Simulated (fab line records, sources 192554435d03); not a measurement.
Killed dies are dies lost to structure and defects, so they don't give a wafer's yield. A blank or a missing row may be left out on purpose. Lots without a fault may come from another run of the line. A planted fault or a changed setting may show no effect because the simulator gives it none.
Split-lot experiment | flow n5_finfet | 7 lots, 21 wafers read, on a route of 1938 steps

THE SPLIT
At N5_HKMG_FIN_PEB_10 (peb time 60 s), the setting peb_time_s was moved away from the recipe's 60 s on 6 of the 21 wafers read, by -17.9% to +7.0%. The other wafers ran this setting at the recipe's value.

FROM THE SPLIT TO THE READING: what the file shows between them, 1 step
- N5_HKMG_FIN_DEVELOP_11: develop time 30 s

THE READING
cd_nm, in nm, at N5_HKMG_FIN_CD_MEAS_12 (target cd 92.8 nm). Fault-free wafers of this fab line usually give 93.4 nm, standard deviation 0.74 nm.

wafer  | tool, chamber at the split | peb_time_s as run, s | against the recipe | cd_nm, nm | against lot-mates on the recipe
L077.1 | litho_track-01, 0          | 60                   | recipe             | 93.1      | -
L077.5 | litho_track-01, 0          | 53.73                | -10.5%             | 89.9      | -3.2
L077.6 | litho_track-01, 0          | 53.73                | -10.5%             | 89.3      | -3.8
L078.4 | litho_track-04, 0          | 60                   | recipe             | 94.2      | -
L078.5 | litho_track-04, 0          | 60                   | recipe             | 94.1      | -
L078.6 | litho_track-04, 0          | 60                   | recipe             | 93.1      | -
L080.1 | litho_track-01, 0          | 60                   | recipe             | 91.5      | -
L080.5 | litho_track-01, 0          | 60                   | recipe             | 92.1      | -
L080.6 | litho_track-01, 0          | 60                   | recipe             | 93.0      | -
L083.4 | litho_track-01, 0          | 49.25                | -17.9%             | 86.1      | -7.1
L083.5 | litho_track-01, 0          | 49.25                | -17.9%             | 81.8      | -11.4
L083.6 | litho_track-01, 0          | 60                   | recipe             | 93.2      | -
L084.2 | litho_track-04, 0          | 60                   | recipe             | 94.1      | -
L084.4 | litho_track-04, 0          | 60                   | recipe             | 93.6      | -
L084.6 | litho_track-04, 0          | 60                   | recipe             | 94.1      | -
L096.3 | litho_track-05, 0          | 64.17                | +7.0%              | 99.9      | +6.0
L096.5 | litho_track-05, 0          | 64.17                | +7.0%              | 99.4      | +5.5
L096.6 | litho_track-05, 0          | 60                   | recipe             | 93.9      | -
L097.2 | litho_track-05, 0          | 60                   | recipe             | 93.0      | -
L097.4 | litho_track-05, 0          | 60                   | recipe             | 92.6      | -
L097.5 | litho_track-05, 0          | 60                   | recipe             | 96.9      | -

THE FIT
A straight line over all 21 wafers: cd_nm changes by +0.551 nm for each +1% of peb_time_s; r = +0.93; the points scatter about the line by 1.5 nm.
The same after taking each lot's own level away (the mean of its wafers on the recipe; 21 wafers): +0.524 nm for each +1%; r = +0.93; scatter 1.4 nm.
On that fit, the largest move of peb_time_s shifts the reading by 9.4 nm.
The lots' own levels span 92.20 to 94.17 nm, that is 2.7 times the standard deviation above.
So the lot-to-lot level changes the slope little: the two slopes agree.
Check: with one of the wafers moved furthest among these (-17.9%) left out of the fit, the line predicts -9.95 nm for it against its lot-mates. It came out at -7.1 nm against them.

OTHER SPLITS ON THESE WAFERS
These wafers also went through other splits before the reading. Each is held against what the fit with the lots' levels taken away leaves over:
other split on the same wafers | wafers away from the commonest value | r with cd_nm (lot level and that fit taken away)
N5_SD_EPI_P_DESCUM_14 time_s   | 10                                   | -0.04
N5_SDB_ETCH_18 time_s          | 9                                    | +0.19
N5_HKMG_FIN_EXPOSE_09 dose_mj  | 5                                    | +0.70

THE WHOLE CHAIN: every reading that the file lists as answering this split, in the file's order
step                   | what it does             | reading                                                         | change (the file's fit)               | r (the file's)
N5_HKMG_FIN_CD_MEAS_12 | target cd 92.8 nm        | cd_nm                                                           | +0.504 nm for each +1% of the setting | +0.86
N5_HKMG_FIN_DESCUM_17  | chemistry O2, time 7.9 s | HKMG_FIN.cd_nm (the simulator's own value, which no gauge read) | +0.493 nm for each +1% of the setting | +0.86

THE FILE'S OWN FIT
cd_nm changes by +0.504 nm for each +1% of peb_time_s, r = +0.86.
